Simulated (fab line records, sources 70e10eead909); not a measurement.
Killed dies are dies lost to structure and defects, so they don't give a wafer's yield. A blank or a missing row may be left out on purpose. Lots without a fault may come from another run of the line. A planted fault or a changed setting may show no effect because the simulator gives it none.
fab line records | flow nand_harc | part 1 of 2: steps 1 to 23 of 30
record lots=5 wafers=15 last_day=32
route steps=1302 shown A_STAIRCASE@806
lots that met no fault: from a run of the same line without faults
start_h: hours from the record's first day to the start of the lot's first wafer shown | wait_h: hours since the lot's step before | " the same as in the row above | L1.1+2: a row that stands for several wafers | - no value, or no start given | * or withheld: withheld | < > ~ a bound
route shown NAME@n: a module of which the file shows steps, and the number in the route of the first | usual: mean/standard deviation of fault-free wafers | same: alike in all rows | chamber/n: place in a boat | sites: the reading at each site | _std_site: their standard deviation | _edge_site: outer sites' mean less inner sites' | radius_mm: how far each site lies from the wafer's centre | mask NAME#n: copy n | behind: the tool/chamber that last shaped the wafer | hold: why the lot was held/for how many hours/how that ended | device: the transistor (n, p or np) that didn't switch | end of line: the same wafers' tests at the end of the route | a step without rows: its recipe alone | killed: dies lost to structure and defects at the first sort, not the wafer's yield | map: a wafer's dies, x killed, . not, _ none there
set.NAME: the setting as run; set.NAME@STEP: as run at that earlier step | model.NAME: the simulator's own value behind a step, which no gauge read
lots at some steps of the route; a table a step, a row a wafer
services: from which hour (start_h, from the record's first day; less than 0 if before it) a tool's chamber was out of use, for how many hours, and why
## steps
# step NHARC_A_STAIRCASE_HARDBAKE_290
# recipe temp_c=120 time_s=140
# columns lot.wafer tool chamber start_h wait_h
L080.4+5+6 litho_track-03 0 423.82 -
L079.1+3+6 litho_track-03 0 441.90 -
L083.1+2+5 litho_track-03 0 462.35 -
L090.3+5+6 litho_track-03 0 540.35 -
L095.3+5+6 litho_track-07 0 583.37 -
# step NHARC_A_STAIRCASE_DESCUM_291
# recipe time_s=3 o2_flow_sccm=200 ar_flow_sccm=0 bias_power_w=0 chemistry=O2
# usual drypump_motor_current_A=5.9/0.38 oes_product_au=0.998/0.0097 rf_vpp_V=57.8/0.92 showerhead_plenum_p_Torr=1.90/0.071 throttle_valve_pct=11.312/0.0089
# columns lot.wafer tool chamber start_h wait_h drypump_motor_current_A oes_product_au rf_hours_counter_h rf_vpp_V showerhead_plenum_p_Torr throttle_valve_pct
L080.4 rie_diel-09 2 423.92 - 6.1 1.004 32 57.7 1.80 11.304
L080.6 " 0 " " 6.0 0.997 - 58.5 1.89 11.307
L080.5 " 1 " " 6.2 0.999 - 56.5 1.87 11.325
L079.1 rie_diel-02 3 442.02 - 5.5 1.002 11 57.6 1.84 11.302
L079.3 " 0 " " 6.1 0.992 11 57.8 2.06 11.308
L079.6 " 2 " " 6.5 0.999 - 58.1 2.05 11.302
L083.1 rie_diel-10 0 462.44 - 5.8 0.991 10 56.4 1.86 11.318
L083.2 " 3 " " 6.2 1.000 9 58.7 1.87 11.309
L083.5 " 3 " " 6.2 1.010 - 59.1 1.87 11.312
L090.3 rie_diel-09 3 540.46 - 5.9 0.977 11 58.2 1.90 11.318
L090.6 " 0 " " 6.0 1.026 - 57.4 1.88 11.313
L090.5 " 1 " " 6.2 0.988 - 56.6 1.86 11.308
L095.3 rie_diel-10 0 583.47 - 5.7 0.985 46 56.9 1.85 11.311
L095.5 " 2 " " 5.8 0.993 - 57.8 1.87 11.304
L095.6 " 3 " " 6.3 0.990 - 59.3 1.86 11.307
# step NHARC_A_STAIRCASE_ETCH_292
# recipe cf4_flow_sccm=100 chf3_flow_sccm=30 ar_flow_sccm=0 rf_w=500 bias_w=200 chemistry=CF4/CHF3
# usual drypump_motor_current_A=5.9/0.38 oes_product_au=0.936/0.023 rf_fwd_power_W=496.9/2 rf_vpp_V=370.3/2 showerhead_plenum_p_Torr=1.57/0.056 throttle_valve_pct=16.803/0.0089
# columns lot.wafer tool chamber start_h wait_h drypump_motor_current_A oes_product_au rf_fwd_power_W rf_hours_counter_h rf_vpp_V showerhead_plenum_p_Torr throttle_valve_pct
L080.4 rie_diel-09 1 424.10 0.2 6.2 0.933 496.7 29 368.4 1.54 16.806
L080.6 " 0 " " 6.1 0.928 498.8 - 370.3 1.55 16.798
L080.5 " 1 " " 6.2 0.934 497.6 - 368.6 1.54 16.815
L079.3 rie_diel-02 2 442.08 0.1 6.5 0.925 497.8 15 373.5 1.68 16.815
L079.1 " 1 " " 5.8 0.918 496.7 15 372.4 1.61 16.808
L079.6 " 2 " " 6.4 0.919 498.9 - 373.9 1.68 16.799
L083.2 rie_diel-10 3 462.55 0.1 6.2 0.925 497.7 9 368.9 1.54 16.813
L083.1 " 0 " " 5.7 0.928 500.0 10 369.9 1.53 16.797
L083.5 " 3 " " 6.2 0.924 497.5 - 370.9 1.54 16.806
L090.3 rie_diel-09 2 540.70 0.2 6.1 0.925 498.1 12 366.6 1.48 16.794
L090.6 " 1 " " 6.2 0.908 492.4 - 369.6 1.53 16.803
L090.5 " 2 " " 6.1 0.928 499.0 - 369.1 1.48 16.801
L095.3 rie_diel-10 3 583.59 0.1 6.2 0.915 494.1 49 368.0 1.53 16.799
L095.5 " 3 " " 6.2 0.918 495.9 - 370.4 1.53 16.785
L095.6 " 0 " " 5.7 0.927 499.4 - 367.7 1.52 16.798
# step NHARC_A_STAIRCASE_HM_OPEN_460
# recipe o2_flow_sccm=400 cos_flow_sccm=20 ar_flow_sccm=0 rf_w=500 bias_w=300 chemistry=O2/COS
# usual drypump_motor_current_A=5.9/0.38 oes_product_au=0.999/0.0097 rf_fwd_power_W=498.9/1.5 rf_vpp_V=466.9/2.4 showerhead_plenum_p_Torr=3.11/0.11 throttle_valve_pct=28.329/0.0095
# columns lot.wafer tool chamber start_h wait_h drypump_motor_current_A oes_product_au rf_fwd_power_W rf_hours_counter_h rf_vpp_V showerhead_plenum_p_Torr throttle_valve_pct
L080.4 rie_diel-09 0 - - 6.1 1.002 499.8 35 466.6 3.08 28.324
L080.6 " 3 " " 5.9 0.990 499.9 - 468.0 3.12 28.334
L080.5 " 0 " " 6.1 0.995 498.3 - 466.0 3.08 28.325
L079.3 rie_diel-02 1 - - 5.9 0.993 499.7 15 468.8 3.20 28.328
L079.1 " 2 " " 6.4 1.000 502.0 15 471.0 3.33 28.312
L079.6 " 3 " " 5.5 1.000 495.7 - 464.0 3.01 28.318
L083.1 rie_diel-10 1 - - 5.0 1.015 497.6 11 467.7 3.16 28.315
L083.2 " 3 " " 6.3 0.995 500.2 9 466.4 3.06 28.342
L083.5 " 3 " " 6.2 1.000 498.9 - 465.6 3.06 28.324
L090.3 rie_diel-09 3 - - 5.9 0.988 499.0 11 466.0 3.10 28.321
L090.5 " 0 " " 6.1 1.028 499.4 - 467.3 3.07 28.339
L090.6 " 1 " " 6.2 0.991 502.1 - 464.4 3.04 28.327
L095.3 rie_diel-10 1 - - 5.0 1.003 499.4 52 467.9 3.14 28.323
L095.5 " 1 " " 5.0 0.998 498.3 - 468.0 3.14 28.345
L095.6 " 2 " " 5.7 1.006 499.3 - 465.7 3.05 28.333
# step NHARC_A_STAIRCASE_STRIP_461
# recipe o2_flow_sccm=400 cos_flow_sccm=20 ar_flow_sccm=0 bias_w=0 chemistry=O2/COS
# columns lot.wafer tool chamber start_h wait_h
L080.4+6+5 rie_diel-09 0,3,0 - -
L079.1+3+6 rie_diel-02 1,0,1 - -
L083.1+2+5 rie_diel-10 1,0,1 - -
L090.3+6+5 rie_diel-09 3,0,1 - -
L095.3+6+5 rie_diel-10 3,2,3 - -
# step NHARC_A_STAIRCASE_ETCH_452
# recipe target_depth_a=300 overetch_a=30 time_s=16.5 ion_energy_ev=100 cf4_flow_sccm=80 o2_flow_sccm=20 ar_flow_sccm=0 rf_w=300 bias_w=100 chemistry=CF4/O2
# usual drypump_motor_current_A=5.9/0.39 oes_ar_750_au=1.000/0.0047 oes_product_au=0.999/0.01 rf_fwd_power_W=294.0/1.5 rf_vpp_V=197.5/1.3 showerhead_plenum_p_Torr=1.33/0.05 throttle_valve_pct=13.396/0.0082
# columns lot.wafer tool chamber start_h wait_h drypump_motor_current_A oes_ar_750_au oes_product_au rf_fwd_power_W rf_hours_counter_h rf_vpp_V showerhead_plenum_p_Torr throttle_valve_pct
L080.4 rie_diel-09 1 - - 6.2 0.996 1.016 294.6 30 197.3 1.30 13.390
L080.5 " 2 " " 6.2 0.995 1.013 293.4 - 195.6 1.26 13.379
L080.6 " 3 " " 5.8 1.005 0.997 294.8 - 196.7 1.33 13.394
L079.1 rie_diel-02 0 - - 6.1 1.005 1.018 295.9 11 199.3 1.43 13.401
L079.3 " 1 " " 5.8 1.002 0.998 293.9 15 199.0 1.37 13.389
L079.6 " 2 " " 6.5 0.998 1.011 295.0 - 199.3 1.43 13.398
L083.2 rie_diel-10 0 - - 5.7 0.996 0.987 295.3 10 197.0 1.30 13.388
L083.1 " 1 " " 5.0 1.002 1.002 291.5 11 199.6 1.35 13.415
L083.5 " 1 " " 5.0 1.004 1.000 291.5 - 200.0 1.35 13.395
L090.3 rie_diel-09 0 - - 6.0 1.000 1.030 292.3 13 198.8 1.31 13.392
L090.5 " 1 " " 6.2 0.997 0.991 291.7 - 197.3 1.30 13.395
L090.6 " 2 " " 6.1 0.996 1.005 294.8 - 196.2 1.25 13.401
L095.3 rie_diel-10 2 - - 5.7 1.002 0.992 291.8 47 197.1 1.30 13.396
L095.5 " 1 " " 5.0 0.989 1.011 290.6 - 197.9 1.34 13.387
L095.6 " 2 " " 5.7 1.002 0.997 293.1 - 197.2 1.30 13.392
# step NHARC_A_STAIRCASE_ETCH_294
# recipe target_depth_a=49890 time_s=1211.6 ion_energy_ev=800 c4f8_flow_sccm=80 o2_flow_sccm=60 ar_flow_sccm=withheld rf_w=600 bias_w=3000 chemistry=C4F8/O2/Ar
# usual oes_product_au=0.933/0.012 rf_fwd_power_W=599.5/1.8 rf_vpp_V=1825/9.4
# columns lot.wafer tool chamber start_h wait_h oes_product_au rf_fwd_power_W rf_hours_counter_h rf_vpp_V
L080.4 rie_diel-09 2 - - 0.941 598.9 32 1810
L080.5 " 2 " " 0.936 600.7 - 1811
L080.6 " 3 " " 0.932 598.9 - 1825
L079.3 rie_diel-02 0 - - 0.932 597.5 11 1845
L079.1 " 2 " " 0.941 602.4 15 1844
L079.6 " 0 " " 0.934 596.9 - 1843
L083.1 rie_diel-10 3 - - 0.931 597.8 10 1821
L083.2 " 0 " " 0.932 600.5 10 1820
L083.5 " 1 " " 0.926 597.4 - 1830
L090.3 rie_diel-09 1 - - 0.921 601.0 6 1819
L090.5 " 1 " " 0.919 599.5 - 1820
L090.6 " 2 " " 0.932 600.8 - 1812
L095.3 rie_diel-10 3 - - 0.915 600.3 49 1820
L095.5 " 1 " " 0.912 596.4 - 1828
L095.6 " 2 " " 0.923 599.6 - 1820
# step NHARC_A_STAIRCASE_STRIP_295
# recipe o2_flow_sccm=500 ar_flow_sccm=0 bias_w=0 chemistry=O2
# usual drypump_motor_current_A=5.9/0.39 oes_product_au=1.000/0.01 rf_vpp_V=57.7/0.89 showerhead_plenum_p_Torr=3.51/0.13 throttle_valve_pct=17.036/0.0091
# columns lot.wafer tool chamber start_h wait_h drypump_motor_current_A oes_product_au rf_hours_counter_h rf_vpp_V showerhead_plenum_p_Torr throttle_valve_pct
L080.4 rie_diel-09 3 - - 5.9 0.995 33 58.9 3.52 17.041
L080.6 " 3 " " 5.9 0.997 - 59.2 3.52 17.036
L080.5 " 0 " " 6.1 1.003 - 56.6 3.49 17.044
L079.3 rie_diel-02 1 - - 5.9 1.001 16 58.2 3.61 17.033
L079.1 " 0 " " 6.2 0.996 11 57.9 3.77 17.028
L079.6 " 1 " " 5.9 1.002 - 57.0 3.61 17.048
L083.1 rie_diel-10 0 - - 5.7 1.001 10 57.6 3.44 17.044
L083.2 " 1 " " 5.0 1.012 12 58.2 3.57 17.035
L083.5 " 3 " " 6.3 1.001 - 55.7 3.46 17.048
L090.3 rie_diel-09 0 - - 6.1 1.036 13 57.7 3.47 17.038
L090.6 " 0 " " 6.1 1.035 - 57.9 3.47 17.043
L090.5 " 1 " " 6.2 0.994 - 56.5 3.43 17.038
L095.3 rie_diel-10 3 - - 6.3 0.993 49 57.6 3.44 17.044
L095.5 " 1 " " 5.1 1.000 - 57.7 3.55 17.045
L095.6 " 2 " " 5.8 0.998 - 58.7 3.45 17.035
# step NHARC_A_STAIRCASE_STRIP_296
# recipe time_s=900 temp_c=130 chemistry=SPM
# columns lot.wafer tool chamber start_h wait_h
L080.6+5+4 wet_bench-04 0,3,4 425.77 -
L079.1+3+6 wet_bench-07 4,6,7 443.73 -
L083.5+2+1 wet_bench-07 1,3,4 464.51 -
L090.5+6+3 wet_bench-07 6,7,0 542.66 -
L095.6+3+5 wet_bench-09 1,2,4 585.31 -
# step NHARC_A_STAIRCASE_PRECLEAN_297
# recipe time_s=* temp_c=50 bath_age_min=0 chemistry=SC1
# usual nh4oh_flow_mL_min=28.30/0.096
# columns lot.wafer tool chamber start_h wait_h nh4oh_flow_mL_min
L080.6 wet_bench-04 0 - - 28.37
L080.5 " 3 " " 28.47
L080.4 " 4 " " 28.10
L079.1 wet_bench-07 4 - - 28.47
L079.3 " 6 " " 28.19
L079.6 " 7 " " 28.36
L083.5 wet_bench-07 1 - - 28.29
L083.2 " 3 " " 28.34
L083.1 " 4 " " 28.40
L090.5 wet_bench-07 6 - - 28.37
L090.6 " 7 " " 28.21
L090.3 " 0 " " 28.36
L095.6 wet_bench-09 1 - - 28.39
L095.3 " 2 " " 28.31
L095.5 " 4 " " 28.17
# step NHARC_A_STAIRCASE_SRD_298
# columns lot.wafer tool chamber start_h wait_h
L080.6+5+4 wet_bench-04 0,3,4 - -
L079.1+3+6 wet_bench-07 4,6,7 - -
L083.5+2+1 wet_bench-07 1,3,4 - -
L090.5+6+3 wet_bench-07 6,7,0 - -
L095.6+3+5 wet_bench-09 1,2,4 - -
# step NHARC_A_STAIRCASE_HM_DEP_462
# recipe target_thk_a=8000 temp_c=400 material=aC
# usual throttle_valve_pct=35.000/0.0098
# columns lot.wafer tool chamber start_h wait_h throttle_valve_pct
L080.4 acl_dep-01 0 427.61 1.3 35.006
L080.5 " 0 " " 35.003
L080.6 " 0 " " 34.998
L079.1 acl_dep-03 0 451.07 6.9 34.995
L079.3 " 0 " " 35.004
L079.6 " 0 " " 34.992
L083.1 acl_dep-03 0 465.02 0.1 34.984
L083.2 " 0 " " 35.012
L083.5 " 0 " " 34.978
L090.3 acl_dep-03 0 543.77 0.7 34.986
L090.5 " 0 " " 35.000
L090.6 " 0 " " 35.006
L095.3 acl_dep-02 0 586.44 0.7 35.010
L095.5 " 0 " " 35.005
L095.6 " 0 " " 35.009
# step NHARC_A_STAIRCASE_DEP_301
# recipe target_thk_a=300 target_thk_nm=30 temp_c=400 pressure_torr=3.5 flow_sccm=200 rf_w=350 material=SiON
# usual heater_power_w=750/96 rf_fwd_power_W=348.1/1.1 showerhead_vpp_V=1108/68
# columns lot.wafer tool chamber start_h wait_h heater_power_w rf_fwd_power_W showerhead_vpp_V since_wet_clean_h
L080.5 pecvd-04 0 428.85 0.6 899 349.4 1092 -
L080.6 " 1 " " 768 349.4 1212 -
L080.4 " 2 " " 644 348.0 1091 -
L079.1 pecvd-02 0 452.93 1.6 889 347.7 1015 32
L079.3 " 2 " " 596 347.8 1072 32
L079.6 " 2 " " 595 347.5 1059 -
L083.2 pecvd-02 0 466.89 1.3 852 347.8 1054 46
L083.1 " 2 " " 663 348.7 1066 46
L083.5 " 2 " " 665 348.7 1056 -
L090.3 pecvd-02 2 545.06 1.0 658 348.1 1068 124
L090.6 " 0 " " 771 348.5 1052 -
L090.5 " 2 " " 660 348.3 1069 -
L095.3 pecvd-01 2 587.70 0.9 717 348.1 1263 83
L095.5 " 0 " " 704 348.8 1110 -
L095.6 " 1 " " 918 347.8 1199 -
# step NHARC_A_STAIRCASE_DEHYDRATE_302
# recipe temp_c=150 time_s=120
# columns lot.wafer tool chamber start_h wait_h
L080.4+5+6 litho_track-02 0 429.03 0.1
L079.1+3+6 litho_track-07 0 453.20 0.2
L083.1+2+5 litho_track-07 0 467.16 0.2
L090.3+5+6 litho_track-03 0 545.28 0.2
L095.3+5+6 litho_track-02 0 587.97 0.2
# step NHARC_A_STAIRCASE_HMDS_303
# recipe time_s=30
# columns lot.wafer tool chamber start_h wait_h
L080.4+5+6 litho_track-02 0 - -
L079.1+3+6 litho_track-07 0 - -
L083.1+2+5 litho_track-07 0 - -
L090.3+5+6 litho_track-03 0 - -
L095.3+5+6 litho_track-02 0 - -
# step NHARC_A_STAIRCASE_COAT_304
# recipe spin_rpm=1200
# columns lot.wafer tool chamber start_h wait_h
L080.4+5+6 litho_track-02 0 - -
L079.1+3+6 litho_track-07 0 - -
L083.1+2+5 litho_track-07 0 - -
L090.3+5+6 litho_track-03 0 - -
L095.3+5+6 litho_track-02 0 - -
# step NHARC_A_STAIRCASE_SOFTBAKE_305
# recipe temp_c=135 time_s=170
# columns lot.wafer tool chamber start_h wait_h
L080.4+5+6 litho_track-02 0 - -
L079.1+3+6 litho_track-07 0 - -
L083.1+2+5 litho_track-07 0 - -
L090.3+5+6 litho_track-03 0 - -
L095.3+5+6 litho_track-02 0 - -
# step NHARC_A_STAIRCASE_EBR_306
# columns lot.wafer tool chamber start_h wait_h
L080.4+5+6 litho_track-02 0 - -
L079.1+3+6 litho_track-07 0 - -
L083.1+2+5 litho_track-07 0 - -
L090.3+5+6 litho_track-03 0 - -
L095.3+5+6 litho_track-02 0 - -
# step NHARC_A_STAIRCASE_EXPOSE_307
# recipe na=0.5 dose_mj=45.72 mask_id=CHOP_50
# usual stage_vel_mm_s=500.04/0.21
# columns lot.wafer tool chamber start_h wait_h mask stage_vel_mm_s
L080.4 krf_scanner-01 0 429.38 - CHOP_50#0 500.16
L080.5 " 0 " " CHOP_50#0 500.32
L080.6 " 0 " " CHOP_50#0 500.24
L079.1 krf_scanner-01 0 453.54 - CHOP_50#0 499.78
L079.3 " 0 " " CHOP_50#0 499.99
L079.6 " 0 " " CHOP_50#0 500.18
L083.1 krf_scanner-03 0 467.50 - CHOP_50#0 500.12
L083.2 " 0 " " CHOP_50#0 500.12
L083.5 " 0 " " CHOP_50#0 500.35
L090.3 krf_scanner-01 0 545.62 - CHOP_50#0 499.75
L090.5 " 0 " " CHOP_50#0 499.87
L090.6 " 0 " " CHOP_50#0 500.04
L095.3 krf_scanner-01 0 588.31 - CHOP_50#0 500.11
L095.5 " 0 " " CHOP_50#0 499.85
L095.6 " 0 " " CHOP_50#0 500.02
# step NHARC_A_STAIRCASE_PEB_308
# recipe peb_temp_c=115 peb_time_s=130
# columns lot.wafer tool chamber start_h wait_h
L080.4+5+6 litho_track-02 0 429.43 0.0
L079.1+3+6 litho_track-02 0 453.60 0.1
L083.1+2+5 litho_track-03 0 467.57 0.1
L090.3+5+6 litho_track-02 0 545.68 0.1
L095.3+5+6 litho_track-03 0 588.37 0.0
# step NHARC_A_STAIRCASE_DEVELOP_309
# recipe time_s=140
# columns lot.wafer tool chamber start_h wait_h
L080.4+5+6 litho_track-02 0 - -
L079.1+3+6 litho_track-02 0 - -
L083.1+2+5 litho_track-03 0 - -
L090.3+5+6 litho_track-02 0 - -
L095.3+5+6 litho_track-03 0 - -
# step NHARC_A_STAIRCASE_HARDBAKE_311
# recipe temp_c=120 time_s=140
# columns lot.wafer tool chamber start_h wait_h
L080.4+5+6 litho_track-03 0 429.66 -
L079.1+3+6 litho_track-07 0 453.82 -
L083.1+2+5 litho_track-02 0 467.79 -
L090.3+5+6 litho_track-03 0 545.92 -
L095.3+5+6 litho_track-03 0 588.60 -
# step NHARC_A_STAIRCASE_DESCUM_312
# recipe time_s=3 o2_flow_sccm=200 ar_flow_sccm=0 bias_power_w=0 chemistry=O2
# usual drypump_motor_current_A=5.9/0.37 oes_product_au=0.999/0.011 rf_vpp_V=57.8/0.77 showerhead_plenum_p_Torr=1.91/0.077 throttle_valve_pct=11.312/0.0097
# columns lot.wafer tool chamber start_h wait_h drypump_motor_current_A oes_product_au rf_hours_counter_h rf_vpp_V showerhead_plenum_p_Torr throttle_valve_pct
L080.4 rie_diel-10 1 429.74 - 5.0 1.014 0 57.7 1.94 11.306
L080.6 " 1 " " 5.0 0.996 - 58.2 1.94 11.299
L080.5 " 2 " " 5.7 0.981 - 59.0 1.88 11.311
L079.1 rie_diel-09 3 453.91 - 5.8 0.995 39 57.9 1.91 11.324
L079.3 " 0 " " 6.1 0.987 43 57.2 1.89 11.303
L079.6 " 0 " " 6.1 1.003 - 57.5 1.89 11.302
L083.2 rie_diel-10 1 467.88 - 5.0 1.022 13 57.6 1.94 11.314
L083.1 " 0 " " 5.7 0.999 11 57.7 1.86 11.319
L083.5 " 0 " " 5.7 1.010 - 57.5 1.86 11.313
L090.3 rie_diel-02 0 546.02 - 6.1 0.997 47 58.4 2.04 11.312
L090.6 " 2 " " 6.5 0.986 - 59.0 2.04 11.329
L090.5 " 3 " " 5.4 0.985 - 57.0 1.83 11.309
L095.3 rie_diel-02 3 588.68 - 5.5 0.998 2 59.1 1.83 11.311
L095.5 " 3 " " 5.5 0.995 - 58.0 1.83 11.309
L095.6 " 0 " " 6.1 0.996 - 58.8 2.04 11.318
